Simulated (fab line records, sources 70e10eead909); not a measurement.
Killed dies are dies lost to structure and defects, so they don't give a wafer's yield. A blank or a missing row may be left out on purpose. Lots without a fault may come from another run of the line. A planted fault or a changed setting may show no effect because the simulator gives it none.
Which tool did it? | flow nand_harc | 21 lots, 63 wafers sampled, at 6 steps of a route of 1302

WHAT THE GAUGES READ, wafer by wafer
The record holds no reading of a measuring or inspecting step that can be judged against a usual standard deviation.

WHICH TOOL RAN EACH LOT (tool, then ch and the chambers of the sampled wafers, then the start)
lot  | NHARC_A_STAIRCASE_TRIM_187         | NHARC_A_STAIRCASE_ETCH_190     | NHARC_A_STAIRCASE_ETCH_199     | NHARC_A_STAIRCASE_ETCH_203     | NHARC_A_STAIRCASE_TRIM_226     | NHARC_A_STAIRCASE_TRIM_235
L074 | rie_diel-10 ch 0,3, day 16 04:28   | rie_diel-10 ch 0,2,3, no start | rie_diel-07 ch 1,2,3, no start | rie_diel-07 ch 0,3, no start   | rie_diel-07 ch 0,3, no start   | rie_diel-03 ch 2,3, no start
L075 | rie_diel-07 ch 1,3, day 16 22:28   | rie_diel-07 ch 2,3, no start   | rie_diel-03 ch 0,2,3, no start | rie_diel-03 ch 1,2,3, no start | rie_diel-07 ch 2,3, no start   | rie_diel-07 ch 0,3, no start
L076 | rie_diel-03 ch 1,2,3, day 17 11:53 | rie_diel-03 ch 1,2,3, no start | rie_diel-03 ch 0,1,2, no start | rie_diel-03 ch 1,2, no start   | rie_diel-03 ch 0,1,2, no start | rie_diel-07 ch 0,3, no start
L078 | rie_diel-03 ch 1,3, day 17 15:25   | rie_diel-03 ch 0,2,3, no start | rie_diel-10 ch 0,1,2, no start | rie_diel-10 ch 0,3, no start   | rie_diel-03 ch 0,1,2, no start | rie_diel-03 ch 1,3, no start
L077 | rie_diel-03 ch 0,2,3, day 17 19:08 | rie_diel-03 ch 0,1,3, no start | rie_diel-03 ch 0,1, no start   | rie_diel-03 ch 0,1,2, no start | rie_diel-07 ch 0,1,2, no start | rie_diel-03 ch 0,2,3, no start
L079 | rie_diel-10 ch 0,1, day 18 04:35   | rie_diel-10 ch 1,3, no start   | rie_diel-07 ch 0,1,2, no start | rie_diel-07 ch 0,2,3, no start | rie_diel-10 ch 0,1,3, no start | rie_diel-10 ch 0,1,3, no start
L081 | rie_diel-07 ch 0,1,3, day 19 02:29 | rie_diel-07 ch 0,2,3, no start | rie_diel-03 ch 0,2, no start   | rie_diel-03 ch 1,2, no start   | rie_diel-07 ch 0,2, no start   | rie_diel-07 ch 1,3, no start
L082 | rie_diel-10 ch 0,2,3, day 19 03:16 | rie_diel-10 ch 0,1,3, no start | rie_diel-10 ch 0,2,3, no start | rie_diel-10 ch 1,2,3, no start | rie_diel-07 ch 0,2,3, no start | rie_diel-10 ch 1,2,3, no start
L084 | rie_diel-10 ch 0,1, day 19 13:49   | rie_diel-10 ch 1,2,3, no start | rie_diel-03 ch 0,3, no start   | rie_diel-03 ch 0,3, no start   | rie_diel-03 ch 1,2,3, no start | rie_diel-10 ch 0,1, no start
L083 | rie_diel-07 ch 0,1,3, day 19 20:07 | rie_diel-07 ch 0,1, no start   | rie_diel-03 ch 2,3, no start   | rie_diel-03 ch 0,1,2, no start | rie_diel-03 ch 1,2, no start   | rie_diel-03 ch 1,2,3, no start
L085 | rie_diel-10 ch 0,3, day 20 19:36   | rie_diel-10 ch 0,3, no start   | rie_diel-03 ch 0,2, no start   | rie_diel-03 ch 0,2,3, no start | rie_diel-10 ch 0,3, no start   | rie_diel-10 ch 0,1, no start
L087 | rie_diel-10 ch 1,2,3, day 20 19:49 | rie_diel-10 ch 1,2,3, no start | rie_diel-10 ch 0,2,3, no start | rie_diel-10 ch 0,1,3, no start | rie_diel-03 ch 0,2,3, no start | rie_diel-10 ch 0,1,2, no start
L088 | rie_diel-10 ch 0,1,2, day 21 13:26 | rie_diel-10 ch 2,3, no start   | rie_diel-10 ch 0,1,2, no start | rie_diel-10 ch 1,3, no start   | rie_diel-07 ch 0,2, no start   | rie_diel-10 ch 0,3, no start
L089 | rie_diel-03 ch 0,1,2, day 21 14:44 | rie_diel-03 ch 1,2,3, no start | rie_diel-03 ch 0,1,3, no start | rie_diel-03 ch 0,1,3, no start | rie_diel-03 ch 0,2,3, no start | rie_diel-07 ch 0,2,3, no start
L092 | rie_diel-10 ch 1,3, day 22 22:17   | rie_diel-10 ch 0,1,3, no start | rie_diel-10 ch 0,1, no start   | rie_diel-10 ch 0,1,3, no start | rie_diel-10 ch 0,2,3, no start | rie_diel-10 ch 0,1, no start
L091 | rie_diel-07 ch 0,2,3, day 22 22:53 | rie_diel-07 ch 0,2,3, no start | rie_diel-07 ch 1,2,3, no start | rie_diel-07 ch 0,1,2, no start | rie_diel-03 ch 0,1, no start   | rie_diel-07 ch 2,3, no start
L093 | rie_diel-03 ch 0,1, day 24 03:14   | rie_diel-03 ch 0,3, no start   | rie_diel-07 ch 0,3, no start   | rie_diel-07 ch 1,2,3, no start | rie_diel-07 ch 0,2,3, no start | rie_diel-07 ch 0,1, no start
L094 | rie_diel-10 ch 1,2,3, day 24 12:00 | rie_diel-10 ch 2,3, no start   | rie_diel-10 ch 1,2,3, no start | rie_diel-10 ch 2,3, no start   | rie_diel-07 ch 0,3, no start   | rie_diel-10 ch 0,2,3, no start
L095 | rie_diel-07 ch 2,3, day 24 15:22   | rie_diel-07 ch 0,1, no start   | rie_diel-07 ch 0,1,3, no start | rie_diel-07 ch 0,1,2, no start | rie_diel-03 ch 0,2, no start   | rie_diel-07 ch 1,2, no start
L096 | rie_diel-03 ch 0,1,2, day 24 20:29 | rie_diel-03 ch 0,2,3, no start | rie_diel-03 ch 1,3, no start   | rie_diel-03 ch 0,1,2, no start | rie_diel-07 ch 2,3, no start   | rie_diel-07 ch 2,3, no start
L097 | rie_diel-10 ch 0,1,3, day 25 04:47 | rie_diel-10 ch 0,1,2, no start | rie_diel-10 ch 0,1,3, no start | rie_diel-10 ch 0,1, no start   | rie_diel-07 ch 1,2,3, no start | rie_diel-07 ch 2,3, no start
- NHARC_A_STAIRCASE_TRIM_187: chemistry O2, time 211.2 s.
- NHARC_A_STAIRCASE_ETCH_190: etches the open film in C4F8/O2, target depth 100 nm, time 40.5 s.
- NHARC_A_STAIRCASE_ETCH_199: etches the open film in C4F8/O2, target depth 100 nm, time 40.5 s.
- NHARC_A_STAIRCASE_ETCH_203: etches the open film in C4F8/O2, target depth 100 nm, time 40.5 s.
- NHARC_A_STAIRCASE_TRIM_226: chemistry O2, time 211.2 s.
- NHARC_A_STAIRCASE_TRIM_235: chemistry O2, time 211.2 s.

WHAT THE TOOLS THEMSELVES READ (means of the sampled wafers that have a number; where no wafer has one, the mark that the record gives instead)
NHARC_A_STAIRCASE_TRIM_187.
lot  | tool        | drypump_motor_current_A (A) | oes_product_au (a.u.) | rf_vpp_V (V) | showerhead_plenum_p_Torr (Torr) | throttle_valve_pct (%)
L074 | rie_diel-10 | 5.0                         | 0.992                 | 57.2         | 3.56                            | 17.034
L075 | rie_diel-07 | 6.2                         | 1.000                 | 58.3         | 3.64                            | 17.033
L076 | rie_diel-03 | 5.6                         | 0.992                 | 57.6         | 3.44                            | 17.032
L078 | rie_diel-03 | 5.9                         | 1.006                 | 57.3         | 3.31                            | 17.034
L077 | rie_diel-03 | 5.6                         | 0.996                 | 58.4         | 3.48                            | 17.037
L079 | rie_diel-10 | 6.1                         | 1.002                 | 57.2         | 3.43                            | 17.044
L081 | rie_diel-07 | 6.0                         | 1.007                 | 58.1         | 3.53                            | 17.041
L082 | rie_diel-10 | 5.5                         | 1.008                 | 57.4         | 3.62                            | 17.047
L084 | rie_diel-10 | 5.9                         | 1.016                 | 57.4         | 3.48                            | 17.038
L083 | rie_diel-07 | 6.0                         | 0.996                 | 58.2         | 3.52                            | 17.036
L085 | rie_diel-10 | 5.2                         | 1.007                 | 58.2         | 3.54                            | 17.040
L087 | rie_diel-10 | 5.7                         | 1.004                 | 57.6         | 3.56                            | 17.043
L088 | rie_diel-10 | 6.0                         | 1.002                 | 57.5         | 3.55                            | 17.033
L089 | rie_diel-03 | 5.9                         | 0.996                 | 57.3         | 3.61                            | 17.032
L092 | rie_diel-10 | 5.8                         | 0.995                 | 57.6         | 3.41                            | 17.042
L091 | rie_diel-07 | 5.9                         | 1.007                 | 57.7         | 3.42                            | 17.030
L093 | rie_diel-03 | 6.2                         | 0.994                 | 57.5         | 3.65                            | 17.030
L094 | rie_diel-10 | 5.8                         | 0.998                 | 57.4         | 3.54                            | 17.028
L095 | rie_diel-07 | 6.2                         | 1.002                 | 57.9         | 3.52                            | 17.036
L096 | rie_diel-03 | 5.9                         | 0.996                 | 57.9         | 3.60                            | 17.046
L097 | rie_diel-10 | 5.6                         | 1.005                 | 58.0         | 3.46                            | 17.036

NHARC_A_STAIRCASE_ETCH_190.
lot  | tool        | bias_w (W) | oes_product_au (a.u.) | rf_fwd_power_W (W) | rf_vpp_V (V)
L074 | rie_diel-10 | 1002.4     | 0.941                 | 591.0              | 900
L075 | rie_diel-07 | 999.0      | 0.963                 | 591.7              | 897
L076 | rie_diel-03 | 1001.3     | 0.945                 | 591.1              | 894
L078 | rie_diel-03 | 999.1      | 0.934                 | 590.7              | 894
L077 | rie_diel-03 | 999.3      | 0.949                 | 590.9              | 889
L079 | rie_diel-10 | 999.0      | 0.943                 | 590.4              | 891
L081 | rie_diel-07 | 1000.4     | 0.932                 | 591.5              | 893
L082 | rie_diel-10 | 998.5      | 0.962                 | 590.5              | 894
L084 | rie_diel-10 | 998.7      | 0.954                 | 593.9              | 897
L083 | rie_diel-07 | 997.0      | 0.936                 | 594.6              | 892
L085 | rie_diel-10 | 995.8      | 0.937                 | 590.7              | 897
L087 | rie_diel-10 | 998.2      | 0.935                 | 591.8              | 897
L088 | rie_diel-10 | 999.5      | 0.945                 | 591.8              | 899
L089 | rie_diel-03 | 998.9      | 0.918                 | 592.9              | 899
L092 | rie_diel-10 | 1002.9     | 0.954                 | 593.7              | 894
L091 | rie_diel-07 | 1001.7     | 0.954                 | 592.9              | 892
L093 | rie_diel-03 | 998.9      | 0.947                 | 593.5              | 890
L094 | rie_diel-10 | 999.9      | 0.939                 | 590.8              | 898
L095 | rie_diel-07 | 1002.9     | 0.937                 | 593.3              | 891
L096 | rie_diel-03 | 999.8      | 0.942                 | 593.6              | 894
L097 | rie_diel-10 | 1000.2     | 0.937                 | 593.2              | 896

NHARC_A_STAIRCASE_ETCH_199.
lot  | tool        | bias_w (W) | oes_product_au (a.u.) | rf_fwd_power_W (W) | rf_vpp_V (V)
L074 | rie_diel-07 | 1001       | 0.953                 | 592.8              | 897
L075 | rie_diel-03 | 1001       | 0.954                 | 592.3              | 894
L076 | rie_diel-03 | 1000       | 0.952                 | 592.8              | 893
L078 | rie_diel-10 | 1002       | 0.953                 | 593.2              | 898
L077 | rie_diel-03 | 1001       | 0.939                 | 593.4              | 891
L079 | rie_diel-07 | 1001       | 0.953                 | 592.7              | 892
L081 | rie_diel-03 | 998        | 0.950                 | 593.7              | 898
L082 | rie_diel-10 | 997        | 0.943                 | 591.5              | 900
L084 | rie_diel-03 | 1001       | 0.948                 | 594.6              | 890
L083 | rie_diel-03 | 999        | 0.958                 | 590.6              | 893
L085 | rie_diel-03 | 1004       | 0.934                 | 593.1              | 897
L087 | rie_diel-10 | 999        | 0.946                 | 591.5              | 899
L088 | rie_diel-10 | 998        | 0.949                 | 594.8              | 896
L089 | rie_diel-03 | 1000       | 0.944                 | 593.8              | 895
L092 | rie_diel-10 | 1002       | 0.950                 | 593.1              | 892
L091 | rie_diel-07 | 1002       | 0.949                 | 591.6              | 895
L093 | rie_diel-07 | 1000       | 0.929                 | 592.9              | 892
L094 | rie_diel-10 | 1000       | 0.945                 | 592.2              | 897
L095 | rie_diel-07 | 999        | 0.946                 | 593.8              | 895
L096 | rie_diel-03 | 1003       | 0.947                 | 593.1              | 900
L097 | rie_diel-10 | 999        | 0.948                 | 591.4              | 894

NHARC_A_STAIRCASE_ETCH_203.
lot  | tool        | bias_w (W) | oes_product_au (a.u.) | rf_fwd_power_W (W) | rf_vpp_V (V)
L074 | rie_diel-07 | 1004       | 0.949                 | 592.7              | 897
L075 | rie_diel-03 | 1000       | 0.943                 | 592.3              | 893
L076 | rie_diel-03 | 1001       | 0.945                 | 594.2              | 890
L078 | rie_diel-10 | 1002       | 0.946                 | 588.8              | 897
L077 | rie_diel-03 | 1000       | 0.933                 | 592.7              | 894
L079 | rie_diel-07 | 1001       | 0.951                 | 591.7              | 892
L081 | rie_diel-03 | 1002       | 0.953                 | 591.5              | 891
L082 | rie_diel-10 | 1001       | 0.948                 | 593.7              | 897
L084 | rie_diel-03 | 997        | 0.954                 | 591.5              | 890
L083 | rie_diel-03 | 999        | 0.949                 | 592.7              | 893
L085 | rie_diel-03 | 1000       | 0.944                 | 592.5              | 895
L087 | rie_diel-10 | 996        | 0.928                 | 591.0              | 894
L088 | rie_diel-10 | 997        | 0.954                 | 589.7              | 894
L089 | rie_diel-03 | 1003       | 0.947                 | 592.5              | 895
L092 | rie_diel-10 | 1000       | 0.934                 | 591.5              | 894
L091 | rie_diel-07 | 1003       | 0.942                 | 590.9              | 892
L093 | rie_diel-07 | 1004       | 0.946                 | 592.6              | 896
L094 | rie_diel-10 | 1003       | 0.950                 | 591.7              | 901
L095 | rie_diel-07 | 998        | 0.948                 | 591.7              | 891
L096 | rie_diel-03 | 998        | 0.948                 | 595.2              | 898
L097 | rie_diel-10 | 1000       | 0.950                 | 594.7              | 891

NHARC_A_STAIRCASE_TRIM_226.
lot  | tool        | drypump_motor_current_A (A) | oes_product_au (a.u.) | rf_vpp_V (V) | showerhead_plenum_p_Torr (Torr) | throttle_valve_pct (%)
L074 | rie_diel-07 | 5.8                         | 1.000                 | 58.3         | 3.45                            | 17.038
L075 | rie_diel-07 | 6.2                         | 0.997                 | 58.5         | 3.55                            | 17.036
L076 | rie_diel-03 | 5.9                         | 0.997                 | 57.7         | 3.45                            | 17.035
L078 | rie_diel-03 | 5.9                         | 0.998                 | 57.8         | 3.45                            | 17.041
L077 | rie_diel-07 | 5.9                         | 1.004                 | 57.9         | 3.43                            | 17.036
L079 | rie_diel-10 | 5.5                         | 0.999                 | 57.5         | 3.49                            | 17.045
L081 | rie_diel-07 | 5.7                         | 0.995                 | 57.0         | 3.34                            | 17.041
L082 | rie_diel-07 | 6.0                         | 0.995                 | 57.6         | 3.44                            | 17.042
L084 | rie_diel-03 | 5.6                         | 0.999                 | 57.4         | 3.43                            | 17.033
L083 | rie_diel-03 | 5.9                         | 1.005                 | 58.1         | 3.40                            | 17.028
L085 | rie_diel-10 | 4.9                         | 1.009                 | 58.1         | 3.55                            | 17.033
L087 | rie_diel-03 | 5.6                         | 1.002                 | 57.8         | 3.47                            | 17.039
L088 | rie_diel-07 | 5.7                         | 1.003                 | 57.2         | 3.32                            | 17.035
L089 | rie_diel-03 | 5.6                         | 0.992                 | 57.7         | 3.47                            | 17.018
L092 | rie_diel-10 | 5.5                         | 0.992                 | 58.0         | 3.61                            | 17.037
L091 | rie_diel-03 | 6.3                         | 0.989                 | 57.1         | 3.52                            | 17.047
L093 | rie_diel-07 | 6.0                         | 0.999                 | 57.5         | 3.42                            | 17.041
L094 | rie_diel-07 | 6.0                         | 1.005                 | 58.0         | 3.52                            | 17.033
L095 | rie_diel-03 | 5.6                         | 1.003                 | 57.4         | 3.55                            | 17.035
L096 | rie_diel-07 | 6.2                         | 1.005                 | 58.1         | 3.52                            | 17.032
L097 | rie_diel-07 | 6.1                         | 1.004                 | 58.9         | 3.51                            | 17.033

NHARC_A_STAIRCASE_TRIM_235.
lot  | tool        | drypump_motor_current_A (A) | oes_product_au (a.u.) | rf_vpp_V (V) | showerhead_plenum_p_Torr (Torr) | throttle_valve_pct (%)
L074 | rie_diel-03 | 5.3                         | 0.997                 | 56.6         | 3.48                            | 17.039
L075 | rie_diel-07 | 5.8                         | 1.003                 | 56.8         | 3.44                            | 17.027
L076 | rie_diel-07 | 6.1                         | 0.997                 | 58.2         | 3.55                            | 17.044
L078 | rie_diel-03 | 5.9                         | 0.995                 | 56.7         | 3.31                            | 17.036
L077 | rie_diel-03 | 5.7                         | 0.992                 | 58.2         | 3.48                            | 17.044
L079 | rie_diel-10 | 5.6                         | 0.998                 | 57.9         | 3.49                            | 17.034
L081 | rie_diel-07 | 6.2                         | 0.997                 | 58.1         | 3.61                            | 17.034
L082 | rie_diel-10 | 5.7                         | 0.999                 | 58.1         | 3.57                            | 17.039
L084 | rie_diel-10 | 5.8                         | 1.013                 | 57.8         | 3.48                            | 17.040
L083 | rie_diel-03 | 5.6                         | 0.999                 | 57.6         | 3.43                            | 17.039
L085 | rie_diel-10 | 5.9                         | 1.014                 | 57.5         | 3.48                            | 17.033
L087 | rie_diel-10 | 6.0                         | 1.007                 | 58.0         | 3.55                            | 17.044
L088 | rie_diel-10 | 5.3                         | 1.006                 | 57.9         | 3.53                            | 17.039
L089 | rie_diel-07 | 6.0                         | 0.998                 | 57.5         | 3.43                            | 17.034
L092 | rie_diel-10 | 6.1                         | 1.006                 | 56.8         | 3.41                            | 17.027
L091 | rie_diel-07 | 6.1                         | 1.007                 | 58.0         | 3.42                            | 17.027
L093 | rie_diel-07 | 5.8                         | 1.003                 | 57.7         | 3.40                            | 17.045
L094 | rie_diel-10 | 5.5                         | 1.003                 | 57.5         | 3.60                            | 17.027
L095 | rie_diel-07 | 6.0                         | 1.004                 | 57.8         | 3.49                            | 17.037
L096 | rie_diel-07 | 6.1                         | 1.008                 | 56.9         | 3.42                            | 17.041
L097 | rie_diel-07 | 6.2                         | 1.006                 | 58.1         | 3.51                            | 17.036

THE ANSWER, worked out from the rows above alone
Rule: what is usual is taken from the lots themselves. Put in order of their means at a reading, lots are off if they are a third of the lots or fewer, leave a main group of 4 or more, and stand apart from it by a gap of 3 or more times the standard deviation of the main group's means; of several such gaps the widest counts. A main group whose means are all the same, to the digits that the tables above print for the reading, isn't used. A lot without any number at a reading at which 4 lots or more have one is off too. The other lots that the step has rows for count as sound. The gauges are gone through in route order, then the tools' own readings, and for those a lot's mean is taken as printed above. The first step at which some lot is off is used, and at that step the reading that is off furthest; a lot without a number counts as furthest.
No lot is off at any reading shown: from this, nothing can be told.

WHAT THE SIMULATOR HAD PUT IN
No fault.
